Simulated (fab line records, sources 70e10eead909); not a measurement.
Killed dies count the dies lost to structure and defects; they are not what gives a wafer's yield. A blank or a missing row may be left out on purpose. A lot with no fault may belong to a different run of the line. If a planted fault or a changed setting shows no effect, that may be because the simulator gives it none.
fab line records | flow nandHarc
[record] lots = 11 | wafers = 33 | lastDay = 24
route steps=1159 shown P_M1@299 END@1159
lots that met no fault: taken from a fault-free run of the same line
startH: hours from the record's opening day to when the first of the lot's shown wafers began | waitH: time in hours since the lot's previous step | " same as the row above | L1.1+2: several wafers, shown together as one row | - no value present, or no start provided | * or withheld: withheld | < > ~ a bound
route shown NAME@n: names a module that has steps shown in the file, with the first one's number in the route | usual: the fault-free wafers' mean and standard deviation | same: alike in all rows | chamber/n: place in a boat | sites: per-site readings | _std_site: standard deviation across them | _edge_site: outer sites' mean less inner sites' | radiusMm: how far each site lies from the wafer's centre | mask NAME#n: copy n | behind: the tool/chamber that last shaped the wafer | hold: why the lot went on hold/how many hours it stayed there/how the hold came to an end | device: the n, p or np transistor that did not switch | end of line: the same wafers' tests at the end of the route | where a step has no rows: the recipe by itself | killed: dies lost to structure and defects at the first sort, not the wafer's yield | map: a wafer's dies, marking killed ones x, the rest . and places with no die _
set.NAME: the setting that was run; set.NAME@STEP: the one run at that earlier step | model.NAME: the simulator's own value behind a step, which no gauge read
a sample of lots followed through the steps of the route, with each step as a table and each wafer as a row
services: when a tool's chamber went out of use (startH, in hours from the record's first day, below 0 if earlier), for how many hours, and the reason
[[steps]]
[step NHARC_P_M1_ETCH_35]
[recipe] targetDepthA = 400 | overetchA = 120 | timeS = 43.94 | ionEnergyEv = 200 | n2FlowSccm = 150 | h2FlowSccm = 150 | arFlowSccm = 0 | rfW = 400 | biasW = 150 | chemistry = N2/H2
[usual] drypumpMotorCurrentA = 5.6/0.36 | n2FlowSccm = 150.0/0.47 | oesProductAu = 1.000/0.009 | rfVppV = 430.7/2.3 | showerheadPlenumPTorr = 2.04/0.081 | throttleValvePct = 14.172/0.0083
lot.wafer | tool       | chamber | startH | waitH | drypumpMotorCurrentA | n2FlowSccm | oesProductAu | rfHoursCounterH | rfVppV | showerheadPlenumPTorr | throttleValvePct
L413.1    | rieDiel-04 | 1       | 132.64 | 0.1   | 5.1                  | 149.9      | 0.987        | 1.0             | 433.4  | 2.19                  | 14.179
L413.4    | "          | 3       | "      | "     | 5.4                  | 149.8      | 0.997        | 1.4             | 428.8  | 1.92                  | 14.174
L413.6    | "          | 1       | "      | "     | 5.1                  | 150.4      | 1.001        | -               | 435.5  | 2.19                  | 14.169
L414.2    | rieDiel-12 | 3       | 132.99 | 0.1   | 5.2                  | 149.4      | 1.004        | 5.7             | 430.7  | 2.04                  | 14.182
L414.3    | "          | 0       | "      | "     | 5.9                  | 149.7      | 1.021        | 5.8             | 427.9  | 1.93                  | 14.189
L414.6    | "          | 2       | "      | "     | 5.3                  | 149.7      | 0.999        | -               | 433.8  | 2.14                  | 14.184
L415.1    | rieDiel-12 | 0       | 142.31 | 0.1   | 5.9                  | 149.2      | 1.012        | 6.6             | 427.0  | 1.93                  | 14.180
L415.4    | "          | 1       | "      | "     | 5.8                  | 148.8      | 1.006        | 6.2             | 430.8  | 2.06                  | 14.176
L415.6    | "          | 2       | "      | "     | 5.3                  | 150.5      | 1.001        | -               | 431.9  | 2.14                  | 14.160
L416.2    | rieDiel-12 | 2       | 143.87 | 0.1   | 5.3                  | 149.1      | 1.000        | 6.0             | 433.0  | 2.14                  | 14.190
L416.6    | "          | 0       | "      | "     | 5.9                  | 150.0      | 1.008        | -               | 428.0  | 1.93                  | 14.177
L416.5    | "          | 1       | "      | "     | 5.8                  | 149.0      | 0.996        | -               | 431.7  | 2.06                  | 14.161
L417.4    | rieDiel-04 | 3       | 160.87 | 0.1   | 5.4                  | 150.5      | 1.004        | 3.2             | 429.4  | 1.92                  | 14.175
L417.3    | "          | 0       | "      | "     | 5.8                  | 150.6      | 0.997        | 3.0             | 430.4  | 2.04                  | 14.177
L417.6    | "          | 0       | "      | "     | 5.8                  | 150.1      | 1.007        | -               | 431.0  | 2.04                  | 14.170
L423.1    | rieDiel-12 | 0       | 217.34 | 0.1   | 6.0                  | 150.9      | 1.010        | 0.7             | 428.6  | 1.93                  | 14.161
L423.2    | "          | 3       | "      | "     | 5.2                  | 149.7      | 1.014        | 0.7             | 430.1  | 2.04                  | 14.163
L423.5    | "          | 1       | "      | "     | 5.8                  | 150.8      | 0.999        | -               | 430.8  | 2.06                  | 14.167
L426.3    | rieDiel-06 | 1       | 219.02 | 0.1   | 5.1                  | 150.1      | 1.001        | 2.9             | 428.2  | 1.97                  | 14.158
L426.4    | "          | 2       | "      | "     | 5.0                  | 149.5      | 0.996        | 2.8             | 431.9  | 2.06                  | 14.173
L426.6    | "          | 1       | "      | "     | 5.1                  | 149.6      | 0.998        | -               | 429.2  | 1.97                  | 14.164
L428.1    | rieDiel-06 | 3       | 225.51 | 0.1   | 6.1                  | 149.5      | 0.990        | 3.0             | 433.3  | 2.15                  | 14.169
L428.2    | "          | 1       | "      | "     | 5.1                  | 150.0      | 0.991        | 3.1             | 428.0  | 1.97                  | 14.182
L428.6    | "          | 3       | "      | "     | 6.1                  | 149.7      | 0.993        | -               | 433.5  | 2.15                  | 14.175
L433.4    | rieDiel-12 | 2       | 250.11 | 0.1   | 5.3                  | 150.0      | 0.989        | 2.9             | 432.9  | 2.14                  | 14.158
L433.3    | "          | 0       | "      | "     | 5.9                  | 149.8      | 1.000        | 3.7             | 428.1  | 1.93                  | 14.165
L433.2    | "          | 1       | "      | "     | 5.8                  | 149.7      | 0.985        | 2.6             | 430.4  | 2.06                  | 14.173
L434.1    | rieDiel-12 | 1       | 250.93 | 0.1   | 5.8                  | 149.8      | 0.989        | 2.7             | 431.3  | 2.06                  | 14.168
L434.4    | "          | 2       | "      | "     | 5.3                  | 150.4      | 0.985        | 3.0             | 432.7  | 2.14                  | 14.165
L434.3    | "          | 3       | "      | "     | 5.2                  | 150.1      | 0.999        | 3.3             | 429.7  | 2.04                  | 14.172
L435.4    | rieDiel-04 | 3       | 259.31 | 0.1   | 5.4                  | 149.5      | 1.002        | 9.5             | 427.4  | 1.92                  | 14.180
L435.5    | "          | 2       | "      | "     | 6.0                  | 149.8      | 1.007        | -               | 430.2  | 2.05                  | 14.169
L435.6    | "          | 3       | "      | "     | 5.4                  | 149.5      | 0.991        | -               | 427.4  | 1.92                  | 14.181
[step NHARC_P_M1_ECD_22]
[recipe] targetThkA = 4000 | bathTempC = 25 | material = Cu
[usual] bathHeatDutyPct = 6.4/0.78 | bathTempC = 25.02/0.11
lot.wafer | tool     | chamber | startH | waitH | bathHeatDutyPct | bathTempC
L413.1    | ecdCu-01 | 0       | 133.98 | -     | 5.6             | 24.92
L413.4    | "        | 0       | "      | "     | 6.0             | 24.94
L413.6    | "        | 1       | "      | "     | 7.0             | 25.13
L414.2    | ecdCu-01 | 0       | 134.32 | -     | 6.8             | 24.76
L414.3    | "        | 1       | "      | "     | 7.1             | 25.17
L414.6    | "        | 0       | "      | "     | 6.4             | 24.94
L415.1    | ecdCu-02 | 1       | 143.59 | -     | 5.2             | 25.04
L415.4    | "        | 1       | "      | "     | 6.2             | 24.85
L415.6    | "        | 1       | "      | "     | 6.6             | 24.95
L416.2    | ecdCu-02 | 1       | 145.16 | -     | 6.0             | 25.17
L416.6    | "        | 1       | "      | "     | 5.7             | 25.03
L416.5    | "        | 0       | "      | "     | 6.5             | 24.92
L417.4    | ecdCu-02 | 1       | 162.27 | -     | 5.7             | 24.91
L417.3    | "        | 0       | "      | "     | 6.9             | 24.99
L417.6    | "        | 0       | "      | "     | 7.1             | 24.98
L423.2    | ecdCu-01 | 1       | 218.68 | -     | -               | -
L423.1    | "        | 0       | "      | "     | -               | -
L423.5    | "        | 1       | "      | "     | -               | -
L426.3    | ecdCu-01 | 0       | 220.41 | -     | -               | -
L426.4    | "        | 1       | "      | "     | -               | -
L426.6    | "        | 1       | "      | "     | -               | -
L428.2    | ecdCu-02 | 0       | 226.80 | -     | -               | -
L428.1    | "        | 1       | "      | "     | -               | -
L428.6    | "        | 0       | "      | "     | -               | -
L433.2    | ecdCu-01 | 1       | 251.46 | -     | 7.5             | 25.11
L433.3    | "        | 0       | "      | "     | 7.3             | 24.99
L433.4    | "        | 1       | "      | "     | 7.5             | 25.11
L434.1    | ecdCu-01 | 0       | 252.22 | -     | 6.1             | 25.10
L434.3    | "        | 0       | "      | "     | 5.9             | 24.94
L434.4    | "        | 1       | "      | "     | 7.6             | 24.84
L435.4    | ecdCu-01 | 0       | 260.75 | -     | 6.5             | 24.92
L435.6    | "        | 1       | "      | "     | 6.9             | 24.96
L435.5    | "        | 0       | "      | "     | 7.4             | 24.80
[step NHARC_P_M1_ANNEAL_31]
[recipe] tempC = 225 | timeS = 90
[usual] wafer_temp_C_max = 226.1/0.32
lot.wafer | tool         | chamber | startH | waitH | wafer_temp_C_max
L413.1    | rtpAnneal-01 | 0       | 134.31 | -     | 226.6
L413.4    | "            | 0       | "      | "     | 225.9
L413.6    | "            | 0       | "      | "     | 226.4
L414.2    | rtpAnneal-01 | 0       | 134.71 | 0.3   | 226.0
L414.3    | "            | 0       | "      | "     | 226.5
L414.6    | "            | 0       | "      | "     | 226.0
L415.1    | rtpAnneal-02 | 0       | 143.96 | -     | 226.0
L415.4    | "            | 0       | "      | "     | 225.8
L415.6    | "            | 0       | "      | "     | 225.5
L416.2    | rtpAnneal-01 | 0       | 145.59 | 0.4   | 226.7
L416.5    | "            | 0       | "      | "     | 226.1
L416.6    | "            | 0       | "      | "     | 226.4
L417.3    | rtpAnneal-01 | 0       | 162.66 | -     | 226.4
L417.4    | "            | 0       | "      | "     | 226.3
L417.6    | "            | 0       | "      | "     | 226.2
L423.1    | rtpAnneal-01 | 0       | 219.05 | 0.3   | 226.9
L423.2    | "            | 0       | "      | "     | 226.1
L423.5    | "            | 0       | "      | "     | 225.9
L426.3    | rtpAnneal-02 | 0       | 220.80 | 0.3   | 225.6
L426.4    | "            | 0       | "      | "     | 225.9
L426.6    | "            | 0       | "      | "     | 226.0
L428.1    | rtpAnneal-02 | 0       | 227.19 | 0.3   | 225.9
L428.2    | "            | 0       | "      | "     | 225.7
L428.6    | "            | 0       | "      | "     | 225.6
L433.2    | rtpAnneal-01 | 0       | 251.85 | 0.3   | 226.4
L433.3    | "            | 0       | "      | "     | 225.8
L433.4    | "            | 0       | "      | "     | 225.9
L434.1    | rtpAnneal-01 | 0       | 252.60 | 0.3   | 226.3
L434.3    | "            | 0       | "      | "     | 226.0
L434.4    | "            | 0       | "      | "     | 226.0
L435.4    | rtpAnneal-01 | 0       | 261.13 | -     | 225.9
L435.5    | "            | 0       | "      | "     | 225.9
L435.6    | "            | 0       | "      | "     | 225.9
[step NHARC_P_M1_CMP_23]
[recipe] tOverpolishS = 20 | targetThkNm = 157.82
[usual] motorCurrentA = 12.2/1.1 | timeToEndpointS = 29/3.1
lot.wafer | tool   | chamber | startH | waitH | motorCurrentA | timeToEndpointS
L413.1    | cmp-04 | 1       | 134.65 | -     | 12.8          | 31
L413.4    | "      | 0       | "      | "     | 13.0          | 32
L413.6    | "      | 2       | "      | "     | 11.9          | 26
L414.3    | cmp-04 | 1       | 135.00 | -     | 12.0          | 32
L414.2    | "      | 2       | "      | "     | 12.0          | 26
L414.6    | "      | 1       | "      | "     | 11.4          | 28
L415.4    | cmp-01 | 0       | 144.34 | -     | 11.7          | 30
L415.1    | "      | 1       | "      | "     | 16.0          | 24
L415.6    | "      | 3       | "      | "     | 13.7          | 24
L416.2    | cmp-01 | 2       | 145.88 | -     | 10.5          | 26
L416.6    | "      | 2       | "      | "     | 11.0          | 26
L416.5    | "      | 3       | "      | "     | 14.2          | 25
L417.3    | cmp-04 | 2       | 162.90 | -     | 11.9          | 24
L417.4    | "      | 1       | "      | "     | 12.5          | 28
L417.6    | "      | 2       | "      | "     | 12.1          | 24
L423.1    | cmp-04 | 3       | 219.43 | -     | 11.3          | 6
L423.2    | "      | 1       | "      | "     | 12.9          | 6
L423.5    | "      | 2       | "      | "     | 11.8          | 3
L426.3    | cmp-04 | 2       | 221.04 | -     | 12.7          | 2
L426.4    | "      | 1       | "      | "     | 12.4          | 1
L426.6    | "      | 3       | "      | "     | 11.4          | 3
L428.2    | cmp-03 | 0       | 227.53 | -     | 11.9          | 1
L428.1    | "      | 3       | "      | "     | 12.4          | 0
L428.6    | "      | 1       | "      | "     | 11.9          | 2
L433.3    | cmp-04 | 3       | 252.17 | -     | 10.6          | 33
L433.4    | "      | 0       | "      | "     | 12.6          | 34
L433.2    | "      | 1       | "      | "     | 11.8          | 35
L434.3    | cmp-03 | 2       | 252.94 | -     | 12.4          | 31
L434.4    | "      | 3       | "      | "     | 12.7          | 31
L434.1    | "      | 0       | "      | "     | 12.5          | 30
L435.4    | cmp-04 | 2       | 261.35 | -     | 12.3          | 30
L435.5    | "      | 1       | "      | "     | 12.5          | 36
L435.6    | "      | 2       | "      | "     | 11.8          | 29
[step NHARC_P_M1_THK_MEAS_24]
[recipe] thkMeasGauge = xrf
[usual] thkNm = 157.8/1.7
lot.wafer | tool         | chamber | startH | waitH | thkNm
L413.1    | filmMetro-01 | -       | 134.97 | -     | 157.6
L413.4    | "            | -       | "      | "     | 159.3
L413.6    | "            | -       | "      | "     | 154.9
L414.2    | filmMetro-02 | -       | 135.32 | -     | 157.1
L414.3    | "            | -       | "      | "     | 158.9
L414.6    | "            | -       | "      | "     | 160.5
L415.1    | filmMetro-01 | -       | 144.63 | -     | 157.1
L415.4    | "            | -       | "      | "     | 159.2
L415.6    | "            | -       | "      | "     | 156.9
L416.2    | filmMetro-01 | -       | 146.19 | -     | 155.8
L416.5    | "            | -       | "      | "     | 157.4
L416.6    | "            | -       | "      | "     | 155.4
L417.3    | filmMetro-01 | -       | 163.22 | -     | 156.2
L417.4    | "            | -       | "      | "     | 159.4
L417.6    | "            | -       | "      | "     | 156.8
L423.1    | filmMetro-01 | -       | 219.72 | -     | 29.4
L423.2    | "            | -       | "      | "     | 29.2
L423.5    | "            | -       | "      | "     | 29.2
L426.3    | filmMetro-01 | -       | 221.35 | -     | 28.7
L426.4    | "            | -       | "      | "     | 30.1
L426.6    | "            | -       | "      | "     | 28.1
L428.1    | filmMetro-01 | -       | 227.85 | -     | 29.7
L428.2    | "            | -       | "      | "     | 30.7
L428.6    | "            | -       | "      | "     | 29.5
L433.2    | filmMetro-01 | -       | 252.46 | -     | 161.5
L433.3    | "            | -       | "      | "     | 159.8
L433.4    | "            | -       | "      | "     | 161.8
L434.1    | filmMetro-02 | -       | 253.26 | -     | 159.3
L434.3    | "            | -       | "      | "     | 159.5
L434.4    | "            | -       | "      | "     | 155.9
L435.4    | filmMetro-02 | -       | 261.63 | -     | 154.7
L435.5    | "            | -       | "      | "     | 159.7
L435.6    | "            | -       | "      | "     | 158.0
[step NHARC_P_M1_PRE_CLEAN_32]
[recipe] timeS = 12 | tempC = 370 | rfPowerW = 300 | gas = NH3
[usual] heaterPowerW = 597/60
lot.wafer | tool     | chamber | startH | waitH | heaterPowerW
L413.1    | pecvd-04 | 2       | 135.19 | 0.1   | 668
L413.6    | "        | 0       | "      | "     | 509
L413.4    | "        | 1       | "      | "     | 572
L414.2    | pecvd-04 | 0       | 135.56 | 0.1   | 475
L414.3    | "        | 1       | "      | "     | 608
L414.6    | "        | 1       | "      | "     | 603
L415.1    | pecvd-04 | 2       | 144.89 | 0.1   | 681
L415.6    | "        | 0       | "      | "     | 557
L415.4    | "        | 2       | "      | "     | 720
L416.2    | pecvd-02 | 0       | 146.43 | 0.1   | 577
L416.5    | "        | 2       | "      | "     | 571
L416.6    | "        | 1       | "      | "     | 702
L417.4    | pecvd-04 | 0       | 163.71 | 0.3   | 545
L417.3    | "        | 2       | "      | "     | 622
L417.6    | "        | 0       | "      | "     | 562
L423.1    | pecvd-04 | 0       | 219.94 | 0.1   | 568
L423.2    | "        | 1       | "      | "     | 559
L423.5    | "        | 2       | "      | "     | 699
L426.3    | pecvd-02 | 0       | 221.58 | 0.1   | 592
L426.4    | "        | 1       | "      | "     | 663
L426.6    | "        | 2       | "      | "     | 606
L428.1    | pecvd-03 | 0       | 228.07 | 0.1   | 637
L428.2    | "        | 1       | "      | "     | 508
L428.6    | "        | 1       | "      | "     | 498
L433.2    | pecvd-04 | 0       | 252.69 | 0.1   | 485
L433.3    | "        | 1       | "      | "     | 517
L433.4    | "        | 1       | "      | "     | 507
L434.1    | pecvd-02 | 0       | 253.49 | 0.1   | 571
L434.3    | "        | 1       | "      | "     | 661
L434.4    | "        | 0       | "      | "     | 585
L435.4    | pecvd-03 | 2       | 261.91 | 0.1   | 627
L435.6    | "        | 0       | "      | "     | 634
L435.5    | "        | 1       | "      | "     | 598
[step NHARC_END_SORT_01]
[recipe] tempC = 25
[usual] defectLimitedYield = 95.7/1.5 | killedAtArray = 25/9.5 | killedAtOther = 0.8/1.2 | killedAtPeriphery = 3.4/2.2 | killedDies = 29/10 | killedOpen = 3.3/1.8 | killedShort = 2.1/1.4 | sort_bin_2_pct = 1.4/0.63 | sort_bin_3_pct = 0.22/0.2 | sort_bin_4_pct = 2.7/0.96 | sortNPass = 648/10 | sortRimYieldPct = 95.6/2.8 | sortYieldPct = 95.7/1.5
[same] grossDies = 677 | sort_bin_5_pct[%] = 0 | sort_bin_6_pct[%] = 0 | sort_bin_7_pct[%] = 0 | sort_bin_8_pct[%] = 0 | sortRimNGross = 106.00
lot.wafer | tool      | chamber | startH | waitH | defectLimitedYield[%] | killedAtArray | killedAtOther | killedAtPeriphery | killedDies | killedOpen | killedShort | sort_bin_2_pct[%] | sort_bin_3_pct[%] | sort_bin_4_pct[%] | sortNPass | sortRimYieldPct[%] | sortYieldPct[%]
L423.1    | prober-02 | 0       | 535.34 | 2.5   | 0                     | 19            | 2             | 656               | 677        | 7          | 3           | 97.3              | 0.15              | 2.5               | 0         | 0                  | 0
L423.2    | prober-02 | 0       | 536.14 | 2.8   | 0                     | 23            | 5             | 649               | 677        | 1          | 3           | 97.2              | 0.30              | 2.5               | 0         | 0                  | 0
L423.5    | prober-02 | 0       | 538.57 | 3.7   | 0                     | 19            | 1             | 657               | 677        | 2          | 2           | 96.8              | 0.44              | 2.8               | 0         | 0                  | 0
L426.3    | prober-01 | 0       | 547.23 | 3.1   | 0                     | 34            | 1             | 642               | 677        | 2          | 4           | 96.3              | 0.30              | 3.4               | 0         | 0                  | 0
L426.4    | prober-01 | 0       | 548.04 | 3.4   | 0                     | 30            | 4             | 643               | 677        | 1          | 1           | 96.3              | 0.30              | 3.4               | 0         | 0                  | 0
L426.6    | prober-01 | 0       | 549.65 | 4.0   | 0                     | 25            | 4             | 648               | 677        | 2          | 3           | 96.9              | 0.30              | 2.8               | 0         | 0                  | 0
L428.1    | prober-02 | 0       | 549.27 | 2.5   | 0                     | 50            | 2             | 625               | 677        | 5          | 0           | 94.7              | 0                 | 5.3               | 0         | 0                  | 0
L428.2    | prober-02 | 0       | 550.06 | 2.8   | 0                     | 35            | 0             | 642               | 677        | 3          | 2           | 95.9              | 0.30              | 3.8               | 0         | 0                  | 0
L428.6    | prober-02 | 0       | 553.22 | 3.9   | 0                     | 43            | 1             | 633               | 677        | 7          | 1           | 94.8              | 0.89              | 4.3               | 0         | 0                  | 0
L435.4    | prober-02 | 0       | 578.09 | 3.4   | 96.3                  | 20            | 0             | 5                 | 25         | 8          | 4           | 1.5               | 0.30              | 1.9               | 652       | 97.2               | 96.3
L435.5    | prober-02 | 0       | 578.90 | 3.7   | 97.2                  | 15            | 1             | 3                 | 19         | 3          | 2           | 0.9               | 0.15              | 1.8               | 658       | 95.3               | 97.2
L435.6    | prober-02 | 0       | 579.70 | 4.0   | 96.3                  | 20            | 1             | 4                 | 25         | 4          | 0           | 1.0               | 0                 | 2.7               | 652       | 98.1               | 96.3
// killed by level:class
L423.1 P_M1:areaEcd=650 A_SLIT:chamberFilmFlake=5 A_CHANNEL_HOLE_D1:chamberFilmFlake=3 P_CONTACT:geometricParticle:open=2 A_CONTACT:geometricParticle:open=2 A_STAIRCASE:chamberFilmFlake=2 THIN_TSV:chamberFilmFlake=2 P_M0:geometricParticle:open=1
L423.2 P_M1:areaEcd=647 A_SLIT:chamberFilmFlake=13 A_CHANNEL_HOLE_D1:chamberFilmFlake=4 THIN_TSV:chamberFilmFlake=3 A_WL_FILL:geometricParticle:short=1 A_WL_FILL:geometricParticle:open=1 A_M0:geometricParticle:short=1 STARTING-WAFER:geometricParticle:short=1
L423.5 P_M1:areaEcd=645 A_SLIT:chamberFilmFlake=9 P_M1:chamberFilmFlake=4 P_GATE:chamberFilmFlake=3 A_CHANNEL_HOLE_D1:chamberFilmFlake=3 A_STAIRCASE:chamberFilmFlake=3 P_GATE:geometricParticle:short=2 P_M2:chamberFilmFlake=2
L426.3 P_M1:areaEcd=641 A_CHANNEL_HOLE_D1:chamberFilmFlake=25 A_CONTACT:chamberFilmFlake=2 P_STI:geometricParticle:short=1 A_ONON_D1:geometricParticle:open=1 A_CHANNEL_FILL_D1:geometricParticle:short=1 A_CHANNEL_FILL_D1:geometricParticle:open=1 A_WL_FILL:geometricParticle:short=1
L426.4 P_M1:areaEcd=643 A_CHANNEL_HOLE_D1:chamberFilmFlake=20 A_CONTACT:chamberFilmFlake=4 THIN_TSV:chamberFilmFlake=3 A_ZERO_WELL:chamberFilmFlake=2 A_STAIRCASE:chamberFilmFlake=2 A_CHANNEL_FILL_D1:geometricParticle:short=1 A_CONTACT:geometricParticle:open=1
L428.1 P_M1:areaEcd=621 A_SLIT:chamberFilmFlake=20 A_CHANNEL_HOLE_D1:chamberFilmFlake=18 A_CONTACT:chamberFilmFlake=4 A_CHANNEL_FILL_D1:geometricParticle:open=3 A_STAIRCASE:chamberFilmFlake=3 P_M2:chamberFilmFlake=2 THIN_TSV:chamberFilmFlake=2
L426.6 P_M1:areaEcd=645 A_CHANNEL_HOLE_D1:chamberFilmFlake=18 THIN_TSV:chamberFilmFlake=4 A_SGD_CUT:geometricParticle:short=2 A_CONTACT:chamberFilmFlake=2 P_CONTACT:geometricParticle:open=1 P_M0:geometricParticle:short=1 A_CONTACT:geometricParticle:open=1
L428.2 P_M1:areaEcd=636 A_CHANNEL_HOLE_D1:chamberFilmFlake=22 A_SLIT:chamberFilmFlake=4 P_GATE:chamberFilmFlake=3 A_CONTACT:chamberFilmFlake=3 A_CHANNEL_HOLE_D1:geometricParticle:short=2 P_M2:chamberFilmFlake=2 A_STAIRCASE:chamberFilmFlake=2
L428.6 P_M1:areaEcd=627 A_SLIT:chamberFilmFlake=16 A_CHANNEL_HOLE_D1:chamberFilmFlake=13 A_CONTACT:chamberFilmFlake=6 P_M0:geometricParticle:open=3 A_CHANNEL_FILL_D1:geometricParticle:open=3 A_ZERO_WELL:chamberFilmFlake=2 A_STAIRCASE:chamberFilmFlake=2
L435.4 A_CHANNEL_HOLE_D1:chamberFilmFlake=10 A_CONTACT:geometricParticle:open=3 A_M0:geometricParticle:open=2 P_CONTACT:geometricParticle:open=1 P_M0:geometricParticle:open=1 P_M1:geometricParticle:short=1 A_CHANNEL_FILL_D1:geometricParticle:short=1 A_BLC:geometricParticle:short=1
L435.5 A_CHANNEL_HOLE_D1:chamberFilmFlake=6 P_ZERO_WELL:chamberFilmFlake=2 A_STAIRCASE:chamberFilmFlake=2 P_M1:geometricParticle:short=1 A_CHANNEL_HOLE_D1:geometricParticle:open=1 A_M0:geometricParticle:open=1 A_M0:geometricParticle:short=1 A_M1:geometricParticle:open=1
L435.6 A_CHANNEL_HOLE_D1:chamberFilmFlake=10 P_ZERO_WELL:chamberFilmFlake=3 A_ZERO_WELL:chamberFilmFlake=2 A_STAIRCASE:chamberFilmFlake=2 A_CONTACT:chamberFilmFlake=2 P_M1:geometricParticle:open=1 A_CHANNEL_FILL_D1:geometricParticle:open=1 A_CONTACT:geometricParticle:open=1
[[services]]
tool       | chamber | startH | hours | kind
pecvd-03   | -       | 111.00 | 13.0  | pm
rieDiel-04 | -       | 111.90 | 9.0   | pm
rieDiel-06 | 0       | 121.88 | 10.1  | repair
pecvd-03   | 2       | 125.43 | 4.9   | repair
pecvd-03   | 2       | 141.84 | 4.6   | repair
cmp-03     | -       | 148.15 | 0.2   | repair
pecvd-02   | -       | 153.53 | 13.0  | pm
pecvd-04   | 1       | 153.72 | 23.2  | repair
rieDiel-04 | -       | 155.73 | 1.1   | repair
cmp-03     | -       | 156.09 | 4.0   | pm
cmp-03     | -       | 179.68 | 2.0   | repair
ecdCu-02   | -       | 180.28 | 8.0   | pm
cmp-01     | -       | 182.75 | 4.0   | pm
pecvd-03   | -       | 189.66 | 0.6   | repair
pecvd-04   | -       | 195.42 | 13.0  | pm
ecdCu-01   | -       | 201.54 | 2.0   | repair
rieDiel-12 | -       | 202.40 | 9.0   | pm
cmp-04     | -       | 203.01 | 4.0   | pm
rieDiel-04 | 2       | 208.75 | 4.9   | repair
pecvd-02   | -       | 219.77 | 1.0   | repair
ecdCu-02   | -       | 220.54 | 1.9   | repair
rieDiel-06 | -       | 241.20 | 9.0   | pm
ecdCu-01   | -       | 248.60 | 0.8   | repair
cmp-03     | -       | 254.09 | 4.0   | pm
[[key]]
[firstSign] step = NHARC_P_M1_ECD_22 | reading = toolRecord | direction = missing
[effect] step = NHARC_P_M1_CMP_23 | reading = timeToEndpointS | direction = down | sigmas = 8.3 | usual = * | struck = *
[effect] step = NHARC_P_M1_THK_MEAS_24 | reading = thkNm | direction = down | sigmas = 78 | usual = 157.8 | struck = 29.4
[effect] step = NHARC_END_SORT_01 | reading = killedAtPeriphery | direction = up | sigmas = 99+ | usual = 3.4 | struck = 643.9
[moreKillsBornAt] NHARC_P_M1_ECD_22@ecdCu-01 = 3871 | NHARC_P_M1_ECD_22@ecdCu-02 = 1884
metAt NHARC_P_M1_ECD_22
struckLots L423,L426,L428
laterRowsLeftOut L423.1,L423.2,L423.5,L426.3,L426.4,L426.6,L428.1,L428.2,L428.6
notActingAt NHARC_P_M1_ETCH_35,NHARC_P_M1_ANNEAL_31,NHARC_P_M1_PRE_CLEAN_32
onsetBetween 162.27 218.68
[fault] kind = skippedStepWhole | tool = ecdCu-01,ecdCu-02 | chamber = - | onsetH = 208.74 | steps = NHARC_P_M1_ECD_22 | scope = struckLotsOnly
// laterRowsLeftOut: the simulator's readings of these wafers behind a module that went badly wrong aren't trusted and aren't shown, but for the sort
